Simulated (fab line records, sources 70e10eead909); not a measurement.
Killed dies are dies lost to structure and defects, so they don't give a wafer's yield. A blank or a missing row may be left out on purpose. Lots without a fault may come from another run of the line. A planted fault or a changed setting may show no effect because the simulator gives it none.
fab line records | flow nand_harc
record lots=5 wafers=13 last_day=33
route steps=1302 shown A_ONON_D1@447 A_CHANNEL_HOLE_D1@450 END@1302
lots that met no fault: from a run of the same line without faults
start_h: hours from the record's first day to the start of the lot's first wafer shown | wait_h: hours since the lot's step before | " the same as in the row above | L1.1+2: a row that stands for several wafers | - no value, or no start given | * or withheld: withheld | < > ~ a bound
route shown NAME@n: a module of which the file shows steps, and the number in the route of the first | usual: mean/standard deviation of fault-free wafers | same: alike in all rows | chamber/n: place in a boat | sites: the reading at each site | _std_site: their standard deviation | _edge_site: outer sites' mean less inner sites' | radius_mm: how far each site lies from the wafer's centre | mask NAME#n: copy n | behind: the tool/chamber that last shaped the wafer | hold: why the lot was held/for how many hours/how that ended | device: the transistor (n, p or np) that didn't switch | end of line: the same wafers' tests at the end of the route | a step without rows: its recipe alone | killed: dies lost to structure and defects at the first sort, not the wafer's yield | map: a wafer's dies, x killed, . not, _ none there
set.NAME: the setting as run; set.NAME@STEP: as run at that earlier step | model.NAME: the simulator's own value behind a step, which no gauge read
lots at some steps of the route; a table a step, a row a wafer
services: from which hour (start_h, from the record's first day; less than 0 if before it) a tool's chamber was out of use, for how many hours, and why
## steps
# step NHARC_A_ONON_D1_THK_MEAS_34
# recipe thk_meas_gauge=ellipsometry
# usual thk_nm=200.4/2.7
# columns lot.wafer tool chamber start_h wait_h thk_nm
L742.4 film_metro-02 - 216.04 - 198.1
L742.5 " - " " 202.0
L742.6 " - " " 199.9
L745.1 film_metro-01 - 244.82 - 202.3
L745.4 " - " " 199.7
L745.6 " - " " 202.1
L754.5 film_metro-01 - 335.34 - 204.8
L757.1 film_metro-01 - 369.01 - 199.8
L757.2 " - " " 203.0
L757.3 " - " " 200.2
L759.1 film_metro-02 - 390.36 - 197.8
L759.3 " - " " 195.8
L759.4 " - " " 200.1
# step NHARC_A_ONON_D1_INSPECT_32
# usual raw_defect_count=77/28
# columns lot.wafer tool chamber start_h wait_h raw_defect_count
L742.4 defect_inspect-02 - 216.12 0.0 66
L742.5 " - " " 62
L742.6 " - " " 73
L745.1 defect_inspect-02 - 244.88 0.0 64
L745.4 " - " " 31
L745.6 " - " " 58
L754.5 defect_inspect-02 - 335.40 0.0 55
L757.1 defect_inspect-01 - 369.09 0.0 65
L757.2 " - " " 110
L757.3 " - " " 125
L759.1 defect_inspect-02 - 390.44 0.0 36
L759.3 " - " " 43
L759.4 " - " " 46
# step NHARC_A_CHANNEL_HOLE_D1_DEP_00
# recipe target_thk_a=31000 temp_c=400 material=aC
# usual throttle_valve_pct=35.000/0.0093
# columns lot.wafer tool chamber start_h wait_h throttle_valve_pct
L742.4 acl_dep-02 0 217.13 1.0 34.988
L742.5 " 0 " " 34.991
L742.6 " 0 " " 34.997
L745.1 acl_dep-01 0 247.55 2.7 35.005
L745.4 " 0 " " 35.000
L745.6 " 0 " " 34.994
L754.5 acl_dep-02 0 338.87 3.5 34.987
L757.1 acl_dep-01 0 369.16 0.1 35.011
L757.2 " 0 " " 35.017
L757.3 " 0 " " 34.998
L759.1 acl_dep-01 0 390.51 0.1 34.994
L759.3 " 0 " " 34.987
L759.4 " 0 " " 34.979
# step NHARC_A_CHANNEL_HOLE_D1_DEP_01
# recipe target_thk_a=1400 target_thk_nm=140 temp_c=400 pressure_torr=3.5 flow_sccm=200 rf_w=350 material=SiON
# usual chamber_pressure_Torr=3.501/0.007 heater_power_w=765/56
# columns lot.wafer tool chamber start_h wait_h chamber_pressure_Torr heater_power_w
L742.6 pecvd-02 0 218.17 0.1 3.484 737
L742.4 " 1 " " 3.501 804
L742.5 " 2 " " 3.491 838
L745.1 pecvd-03 1 249.52 1.7 3.503 809
L745.6 " 2 " " 3.508 818
L745.4 " 0 " " 3.500 739
L754.5 pecvd-03 2 339.64 0.4 3.503 687
L757.2 pecvd-01 2 371.10 1.3 3.503 839
L757.3 " 0 " " 3.503 841
L757.1 " 1 " " 3.512 786
L759.1 pecvd-02 2 392.44 1.6 3.501 711
L759.3 " 0 " " 3.496 802
L759.4 " 2 " " 3.503 714
# step NHARC_A_CHANNEL_HOLE_D1_DEHYDRATE_02
# recipe temp_c=150 time_s=120
# step NHARC_A_CHANNEL_HOLE_D1_HMDS_03
# recipe time_s=30
# step NHARC_A_CHANNEL_HOLE_D1_COAT_36
# recipe temp_c=260 time_s=75
# step NHARC_A_CHANNEL_HOLE_D1_COAT_37
# recipe temp_c=225 time_s=65
# step NHARC_A_CHANNEL_HOLE_D1_COAT_04
# recipe spin_rpm=1500 resist_thk_nm=90
# step NHARC_A_CHANNEL_HOLE_D1_SOFTBAKE_05
# recipe temp_c=105 time_s=55
# step NHARC_A_CHANNEL_HOLE_D1_EBR_06
# step NHARC_A_CHANNEL_HOLE_D1_EXPOSE_07
# recipe na=1.35 target_cd_nm=100 sigma_outer=0.3 dose_mj=59.65 mask_id=HOLE_D1
# usual exposure_dose_mJ_cm2=59.91/0.29
# columns lot.wafer tool chamber start_h wait_h mask exposure_dose_mJ_cm2
L742.4 arfi_scanner-02 0 218.68 - HOLE_D1#0 59.64
L742.5 " 0 " " HOLE_D1#0 59.73
L742.6 " 0 " " HOLE_D1#0 59.77
L745.1 arfi_scanner-01 0 250.04 - HOLE_D1#0 60.26
L745.4 " 0 " " HOLE_D1#0 60.20
L745.6 " 0 " " HOLE_D1#0 60.21
L754.5 arfi_scanner-02 0 340.13 - HOLE_D1#0 58.72
L757.1 arfi_scanner-01 0 371.68 - HOLE_D1#0 60.22
L757.2 " 0 " " HOLE_D1#0 60.26
L757.3 " 0 " " HOLE_D1#0 60.28
L759.1 arfi_scanner-01 0 392.87 - HOLE_D1#0 60.24
L759.3 " 0 " " HOLE_D1#0 60.15
L759.4 " 0 " " HOLE_D1#0 60.19
# step NHARC_A_CHANNEL_HOLE_D1_PEB_08
# recipe peb_temp_c=100 peb_time_s=65
# step NHARC_END_SORT_01
# recipe temp_c=25
# usual killed_at_array=58/20 killed_at_other=0.9/1.4 killed_at_periphery=4/3.1 killed_dies=63/20 killed_open=3.3/1.8 killed_short=2.4/1.5
# same gross_dies=677
# columns lot.wafer tool chamber start_h wait_h killed_at_array killed_at_other killed_at_periphery killed_dies killed_open killed_short
L742.4 prober-01 0 616.33 3.4 84 1 8 93 1 2
L742.5 prober-01 0 617.13 3.7 85 0 6 91 5 2
L742.6 prober-01 0 617.94 4.0 78 1 2 81 1 4
L757.1 prober-02 0 765.00 2.5 75 0 7 82 5 3
L757.2 prober-02 0 765.81 2.8 65 0 4 69 3 0
L757.3 prober-02 0 766.62 3.1 55 0 1 56 2 0
L759.1 prober-01 0 796.76 2.5 33 0 0 33 0 0
L759.3 prober-01 0 798.38 3.1 29 0 4 33 1 3
L759.4 prober-01 0 799.19 3.4 48 1 1 50 3 2
# killed by level:class
L742.4 A_CHANNEL_HOLE_D2:chamber_film_flake=37 A_CHANNEL_HOLE_D1:chamber_film_flake=35 P_GATE:chamber_film_flake=4 A_CHANNEL_FILL_D2:chamber_film_flake=4 P_STI:chamber_film_flake=3 A_CHANNEL_FILL_D1:chamber_film_flake=3 A_ONON_D1:geometric_particle:short=1 A_ONON_D2:geometric_particle:short=1
L742.5 A_CHANNEL_HOLE_D2:chamber_film_flake=38 A_CHANNEL_HOLE_D1:chamber_film_flake=28 P_GATE:chamber_film_flake=4 A_CHANNEL_FILL_D1:chamber_film_flake=4 A_CONTACT:chamber_film_flake=3 A_DECK1_JOINT:geometric_particle:open=2 P_STI:chamber_film_flake=2 A_DECK1_JOINT:chamber_film_flake=2
L742.6 A_CHANNEL_HOLE_D2:chamber_film_flake=34 A_CHANNEL_HOLE_D1:chamber_film_flake=24 A_CHANNEL_FILL_D1:chamber_film_flake=4 A_CHANNEL_FILL_D2:chamber_film_flake=3 A_STAIRCASE:chamber_film_flake=3 A_SLIT:chamber_film_flake=3 A_CHANNEL_HOLE_D1:geometric_particle:short=2 A_CHANNEL_FILL_D1:geometric_particle:short=2
L757.1 A_CHANNEL_HOLE_D1:chamber_film_flake=26 A_CHANNEL_HOLE_D2:chamber_film_flake=26 A_SLIT:chamber_film_flake=5 A_CONTACT:chamber_film_flake=5 A_CHANNEL_FILL_D1:chamber_film_flake=4 P_GATE:chamber_film_flake=3 A_ONON_D1:geometric_particle:short=2 P_STI:chamber_film_flake=2
L757.2 A_CHANNEL_HOLE_D1:chamber_film_flake=31 A_CHANNEL_HOLE_D2:chamber_film_flake=18 A_CONTACT:chamber_film_flake=7 A_WL_FILL:geometric_particle:open=2 P_GATE:chamber_film_flake=2 A_SLIT:chamber_film_flake=2 A_BONDPAD:chamber_film_flake=2 A_ONON_D1:geometric_particle:open=1
L757.3 A_CHANNEL_HOLE_D1:chamber_film_flake=25 A_CHANNEL_HOLE_D2:chamber_film_flake=16 A_SLIT:chamber_film_flake=6 A_CONTACT:chamber_film_flake=2 A_ONON_D1:geometric_particle:open=1 A_CHANNEL_FILL_D2:geometric_particle:open=1 P_STI:chamber_film_flake=1 A_CHANNEL_FILL_D1:chamber_film_flake=1
L759.1 A_SLIT:chamber_film_flake=19 A_CONTACT:chamber_film_flake=5 A_SGD_CUT:chamber_film_flake=3 A_STAIRCASE:chamber_film_flake=3 A_M0:chamber_film_flake=2 A_CHANNEL_HOLE_D1:chamber_film_flake=1
L759.3 A_SLIT:chamber_film_flake=14 A_CHANNEL_HOLE_D1:chamber_film_flake=4 A_SGD_CUT:chamber_film_flake=3 A_CONTACT:chamber_film_flake=3 P_GATE:chamber_film_flake=2 P_CONTACT:geometric_particle:open=1 P_M0:geometric_particle:short=1 A_ONON_D1:geometric_particle:short=1
L759.4 A_SLIT:chamber_film_flake=27 A_CONTACT:chamber_film_flake=5 A_SGD_CUT:chamber_film_flake=4 A_CHANNEL_HOLE_D2:chamber_film_flake=3 A_WL_FILL:chamber_film_flake=3 A_DECK1_JOINT:geometric_particle:short=1 A_SGD_CUT:geometric_particle:open=1 A_WL_FILL:geometric_particle:short=1
## services
# columns tool chamber start_h hours kind
pecvd-03 0 198.08 - clean
pecvd-03 1 198.08 - clean
pecvd-03 2 198.08 - clean
pecvd-02 - 227.17 13.0 pm
pecvd-02 0 227.17 13.0 vent_cycle
pecvd-02 1 227.17 13.0 vent_cycle
pecvd-02 2 227.17 13.0 vent_cycle
pecvd-02 0 240.17 - clean
pecvd-02 1 240.17 - clean
pecvd-02 2 240.17 - clean
acl_dep-02 - 242.73 13.0 pm
arfi_scanner-01 - 252.00 4.0 pm
arfi_scanner-01 0 258.74 - calibration
arfi_scanner-02 - 260.03 1.9 repair
pecvd-01 - 262.52 0.3 repair
arfi_scanner-02 - 273.86 1.7 repair
pecvd-01 - 311.93 13.0 pm
arfi_scanner-02 - 312.00 4.0 pm
arfi_scanner-02 - 323.49 2.1 repair
pecvd-03 1 362.15 10.5 repair
pecvd-03 - 366.08 13.0 pm
acl_dep-01 - 371.07 13.0 pm
arfi_scanner-01 - 381.25 0.3 repair
pecvd-02 - 388.21 1.6 repair
## key
first_sign step=NHARC_A_CHANNEL_HOLE_D1_EXPOSE_07 reading=exposure_dose_mJ_cm2 direction=down sigmas=4 usual=59.91 struck=58.72
effect none on later readings
met_at NHARC_A_CHANNEL_HOLE_D1_EXPOSE_07
struck_wafers L754.5
tester_left_out L754
onset_between 218.68 340.13
fault kind=process_parameter_drift tool=arfi_scanner-02 chamber=- onset_h=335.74 steps=NHARC_A_CHANNEL_HOLE_D1_EXPOSE_07 channel=dose_mj offset=-0.8363 shape=step acts_in=these_recipes_only stated=59.65
# tester_left_out: of these lots the tester's yield and bins aren't shown, on N5 and GAA mostly nor the transistor test; their killed dies are dies lost to structure and defects alone, not to doping, threshold or leakage, so they don't give the yield
